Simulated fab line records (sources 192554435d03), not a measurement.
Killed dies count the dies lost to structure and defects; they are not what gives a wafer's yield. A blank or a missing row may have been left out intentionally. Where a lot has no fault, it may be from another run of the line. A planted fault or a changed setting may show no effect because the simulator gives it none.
Which tool is to blame? + flow n5_finfet + 10 lots, 28 wafers sampled, at 6 steps of a route of 1938

## WHAT EACH GAUGE READ, for each wafer
N5_BEOL_M0_SAQP_CD_MEAS_29 targets a cd of 14.4 nm.
| lot  | measured     | on        | cd_nm (nm)        |
|------|--------------|-----------|-------------------|
| L158 | day 5 17:43  | cd_sem-02 | 14.66 14.86 14.89 |
| L160 | day 6 04:19  | cd_sem-01 | 15.28 14.66 15.19 |
| L161 | day 6 15:11  | cd_sem-02 | 14.98 15.05 14.99 |
| L162 | day 6 15:55  | cd_sem-02 | 15.11 15.07 15.01 |
| L170 | day 8 16:20  | cd_sem-02 | 14.81 14.91 15.30 |
| L171 | day 8 21:11  | cd_sem-03 | 15.01 14.84 15.10 |
| L173 | day 9 15:35  | cd_sem-02 | 6.29 15.01        |
| L175 | day 10 04:37 | cd_sem-03 | 6.10 14.94        |
| L178 | day 11 00:47 | cd_sem-03 | 15.06 6.43 15.12  |
| L181 | day 11 20:01 | cd_sem-01 | 14.99 15.03 14.88 |

N5_BEOL_M4_RC_MEAS_101.
| lot  | measured     | on        | DIBL_N (mV/V)  | DIBL_P (mV/V)  | IOFF_N (nA/um)    | IOFF_P (nA/um)    | ION_N (uA/um) | ION_P (uA/um) | SS_N (mV/dec)  | SS_P (mV/dec)  | VT_N (mV)         | VT_P (mV)            |
|------|--------------|-----------|----------------|----------------|-------------------|-------------------|---------------|---------------|----------------|----------------|-------------------|----------------------|
| L158 | day 9 12:38  | prober-02 | 36.5 38.0 37.0 | 36.9 38.1 37.4 | 0.162 0.178 0.166 | 0.193 0.207 0.195 | 686 679 680   | 462 459 453   | 72.0 71.9 71.1 | 73.3 73.8 73.3 | 248.0 248.6 246.5 | -252.3 -251.2 -253.0 |
| L160 | day 9 22:42  | prober-01 | 35.4 33.3 34.8 | 34.4 32.3 34.4 | 0.140 0.110 0.138 | 0.211 0.177 0.211 | 667 657 667   | 460 453 460   | 71.2 70.9 70.9 | 73.0 72.9 72.8 | 250.7 254.6 249.5 | -247.5 -249.7 -247.5 |
| L161 | day 11 01:32 | prober-02 | 37.0 35.5 38.0 | 37.7 36.1 38.8 | 0.184 0.155 0.207 | 0.238 0.216 0.269 | 672 674 686   | 458 463 467   | 71.2 70.7 72.1 | 73.6 73.3 73.7 | 248.2 249.1 248.1 | -247.7 -250.2 -247.6 |
| L162 | day 11 03:07 | prober-02 | 33.7 35.6 34.3 | 35.3 38.1 35.7 | 0.114 0.147 0.121 | 0.181 0.214 0.177 | 653 666 650   | 453 458 452   | 70.9 72.0 71.3 | 73.1 73.2 72.8 | 253.2 251.1 255.3 | -251.4 -251.1 -254.3 |
| L170 | day 12 05:19 | prober-02 | 35.5 34.5 36.6 | 33.2 31.5 34.0 | 0.119 0.107 0.129 | 0.190 0.169 0.198 | 652 653 656   | 458 462 460   | 70.8 70.2 70.9 | 71.9 71.6 71.9 | 253.3 254.1 253.5 | -250.8 -251.5 -250.2 |
| L171 | day 12 20:46 | prober-02 | 33.5 35.2 34.5 | 33.7 35.4 34.5 | 0.108 0.131 0.119 | 0.159 0.183 0.166 | 654 670 658   | 454 462 451   | 71.1 71.8 70.7 | 73.4 73.5 72.6 | 256.5 252.5 253.0 | -254.7 -251.4 -255.3 |
| L173 | day 13 00:25 | prober-01 | 34.1           | 34.7           | 0.130             | 0.176             | 678           | 464           | 70.8           | 72.4           | 250.4             | -251.6               |
| L175 | day 13 09:59 | prober-01 | 36.0           | 37.1           | 0.156             | 0.198             | 672           | 458           | 70.9           | 73.2           | 249.8             | -249.9               |
| L178 | day 14 18:38 | prober-02 | 37.6 37.9      | 38.1 37.0      | 0.177 0.177       | 0.246 0.225       | 681 677       | 469 460       | 72.0 71.4      | 74.1 74.0      | 250.7 248.0       | -247.8 -248.2        |
| L181 | day 16 00:40 | prober-02 | 37.5 36.5 36.1 | 35.7 34.1 34.7 | 0.171 0.145 0.144 | 0.244 0.216 0.222 | 680 664 673   | 473 461 470   | 71.2 71.5 71.0 | 74.4 74.0 73.2 | 247.1 249.7 249.8 | -247.2 -248.4 -246.4 |

## WHAT TOOL EACH LOT RAN ON (gives the tool, then ch and the chambers of the sampled wafers, and finally the start)
| lot  | N5_BEOL_M0_SAQP_RECESS_114         | N5_BEOL_M0_SAQP_MANDREL_ETCH_103 | N5_BEOL_M0_SAQP_RECESS_104         | N5_BEOL_M0_SAQP_SPACER2_ALD_26    |
|------|------------------------------------|----------------------------------|------------------------------------|-----------------------------------|
| L158 | vapor_etch-01 ch 0,1, day 5 14:32  | rie_si-02 ch 2,3, day 5 16:05    | vapor_etch-01 ch 0,1, day 5 16:10  | ald_sin-03 ch 0,1,2, day 5 16:58  |
| L160 | vapor_etch-01 ch 0,1, day 6 01:18  | rie_si-03 ch 0,3, day 6 02:36    | vapor_etch-02 ch 0,1, day 6 02:41  | ald_sin-04 ch 1,2, day 6 03:34    |
| L161 | vapor_etch-02 ch 0,1, day 6 12:00  | rie_si-04 ch 2,3, day 6 13:19    | vapor_etch-02 ch 0,1, day 6 13:23  | ald_sin-02 ch 1,3, day 6 14:26    |
| L162 | vapor_etch-02 ch 0,1, day 6 12:47  | rie_si-03 ch 1,2,3, day 6 14:01  | vapor_etch-02 ch 0,1, day 6 14:25  | ald_sin-02 ch 0,1,3, day 6 15:10  |
| L170 | vapor_etch-01 ch 0, day 8 13:27    | rie_si-03 ch 1,2,3, day 8 14:44  | vapor_etch-01 ch 0, day 8 14:50    | ald_sin-03 ch 0,1,3, day 8 15:35  |
| L171 | vapor_etch-02 ch 0,1, day 8 16:21  | rie_si-03 ch 1,2, day 8 17:28    | vapor_etch-02 ch 0,1, day 8 17:40  | ald_sin-02 ch 0,2,3, day 8 20:26  |
| L173 | vapor_etch-02 ch 0,1, day 9 11:26  | rie_si-04 ch 2,3, day 9 12:38    | vapor_etch-02 ch 0,1, day 9 12:50  | ald_sin-03 ch 1,2, day 9 14:50    |
| L175 | vapor_etch-02 ch 0,1, day 10 00:33 | rie_si-02 ch 1,2, day 10 01:52   | vapor_etch-02 ch 0,1, day 10 02:46 | ald_sin-03 ch 0,2, day 10 03:43   |
| L178 | vapor_etch-02 ch 0,1, day 10 21:12 | rie_si-02 ch 0,3, day 10 22:49   | vapor_etch-01 ch 0,1, day 10 23:05 | ald_sin-03 ch 1,2,3, day 11 00:02 |
| L181 | vapor_etch-01 ch 0,1, day 11 16:10 | rie_si-02 ch 0,1,2, day 11 17:58 | vapor_etch-01 ch 0,1, day 11 18:02 | ald_sin-04 ch 0,1, day 11 19:08   |
- N5_BEOL_M0_SAQP_RECESS_114: chemistry HF/NH3, target SiO2, target depth 14.4 nm, afs cycles 3, sublimation time 60 s.
- N5_BEOL_M0_SAQP_MANDREL_ETCH_103: etches a-Si in HBr/Cl2, stops on SiCN, target depth 45 nm, bt time 10 s, time 27 s.
- N5_BEOL_M0_SAQP_RECESS_104: chemistry HF/NH3, target SiO2, target depth 18 nm, afs cycles 3, sublimation time 60 s.
- N5_BEOL_M0_SAQP_SPACER2_ALD_26: deposits SiO2, target thk 15 nm, pulse time 1 s, purge time 2 s.

## AS READ BY THE TOOLS THEMSELVES (means over the sampled wafers that have a number; for cases with no such wafer, the mark the record gives instead)
N5_BEOL_M0_SAQP_RECESS_114.
| lot  | tool          | drypump_motor_current_A (A) |
|------|---------------|-----------------------------|
| L158 | vapor_etch-01 | 5.66                        |
| L160 | vapor_etch-01 | 5.79                        |
| L161 | vapor_etch-02 | 5.94                        |
| L162 | vapor_etch-02 | 5.96                        |
| L170 | vapor_etch-01 | 5.93                        |
| L171 | vapor_etch-02 | 5.86                        |
| L173 | vapor_etch-02 | 5.93                        |
| L175 | vapor_etch-02 | 5.95                        |
| L178 | vapor_etch-02 | 5.89                        |
| L181 | vapor_etch-01 | 5.77                        |

N5_BEOL_M0_SAQP_MANDREL_ETCH_103.
| lot  | tool      | bias_w (W) | drypump_motor_current_A (A) | oes_product_au (a.u.) | throttle_valve_pct (%) |
|------|-----------|------------|-----------------------------|-----------------------|------------------------|
| L158 | rie_si-02 | 75.11      | 6.2                         | 0.670                 | 35.3                   |
| L160 | rie_si-03 | 75.01      | 5.4                         | 0.670                 | 35.6                   |
| L161 | rie_si-04 | 75.10      | 6.0                         | 0.670                 | 35.4                   |
| L162 | rie_si-03 | 75.06      | 5.7                         | 0.676                 | 35.3                   |
| L170 | rie_si-03 | 75.02      | 5.7                         | 0.687                 | 35.3                   |
| L171 | rie_si-03 | 74.70      | 6.0                         | 0.689                 | 35.3                   |
| L173 | rie_si-04 | 74.81      | 6.0                         | 0.673                 | 35.4                   |
| L175 | rie_si-02 | 74.98      | 6.5                         | 0.685                 | 35.2                   |
| L178 | rie_si-02 | 74.77      | 5.8                         | 0.691                 | 35.0                   |
| L181 | rie_si-02 | 75.00      | 6.3                         | 0.686                 | 35.1                   |

N5_BEOL_M0_SAQP_RECESS_104.
| lot  | tool          | drypump_motor_current_A (A) |
|------|---------------|-----------------------------|
| L158 | vapor_etch-01 | 5.67                        |
| L160 | vapor_etch-02 | 5.87                        |
| L161 | vapor_etch-02 | 5.92                        |
| L162 | vapor_etch-02 | 5.91                        |
| L170 | vapor_etch-01 | 5.92                        |
| L171 | vapor_etch-02 | 5.90                        |
| L173 | vapor_etch-02 | 5.89                        |
| L175 | vapor_etch-02 | 5.92                        |
| L178 | vapor_etch-01 | 5.65                        |
| L181 | vapor_etch-01 | 5.76                        |

N5_BEOL_M0_SAQP_SPACER2_ALD_26.
| lot  | tool       | heater_power_w (W) | precursor_pulse_height_rel |
|------|------------|--------------------|----------------------------|
| L158 | ald_sin-03 | 475                | 0.998                      |
| L160 | ald_sin-04 | 429                | 0.994                      |
| L161 | ald_sin-02 | 506                | 1.001                      |
| L162 | ald_sin-02 | 510                | 1.000                      |
| L170 | ald_sin-03 | 490                | 0.999                      |
| L171 | ald_sin-02 | 489                | 1.014                      |
| L173 | ald_sin-03 | 471                | 0.995                      |
| L175 | ald_sin-03 | 493                | 0.999                      |
| L178 | ald_sin-03 | 487                | 0.981                      |
| L181 | ald_sin-04 | 469                | 0.984                      |

## THE ANSWER, worked out from the rows above alone
Rule: usual is defined by the lots themselves. Put in order of their means at a reading, lots are off if they are a third of the lots or fewer, leave a main group of 4 or more, and stand apart from it by a gap of 3 or more times the standard deviation of the main group's means; of several such gaps the widest counts. If all means in a main group match to the digits the tables above print for the reading, that group is not used. Also off: a lot with no number at a reading for which 4 or more lots have one. Any other lot the step has rows for is counted as sound. After the gauges, taken in route order, come the tools' own readings; for these a lot's mean is taken, as printed above. At the first step where some lot is off, the reading lying furthest off is the one used; lots without a number count as furthest.
Off, at N5_BEOL_M0_SAQP_CD_MEAS_29 on cd_nm: L173, L175, L178. Mean 14.98 nm and standard deviation 0.079 in the main group.
A tool fits if, at a process step before that reading, it ran every lot that is off, and no sound lot after the first of them. Those tools and the gauges at N5_BEOL_M0_SAQP_CD_MEAS_29 are tried in the same way. Can't be told from this: 2 tools fit, vapor_etch-02 at N5_BEOL_M0_SAQP_RECESS_114, ald_sin-03 at N5_BEOL_M0_SAQP_SPACER2_ALD_26.

## WHAT WAS PUT IN BY THE SIMULATOR
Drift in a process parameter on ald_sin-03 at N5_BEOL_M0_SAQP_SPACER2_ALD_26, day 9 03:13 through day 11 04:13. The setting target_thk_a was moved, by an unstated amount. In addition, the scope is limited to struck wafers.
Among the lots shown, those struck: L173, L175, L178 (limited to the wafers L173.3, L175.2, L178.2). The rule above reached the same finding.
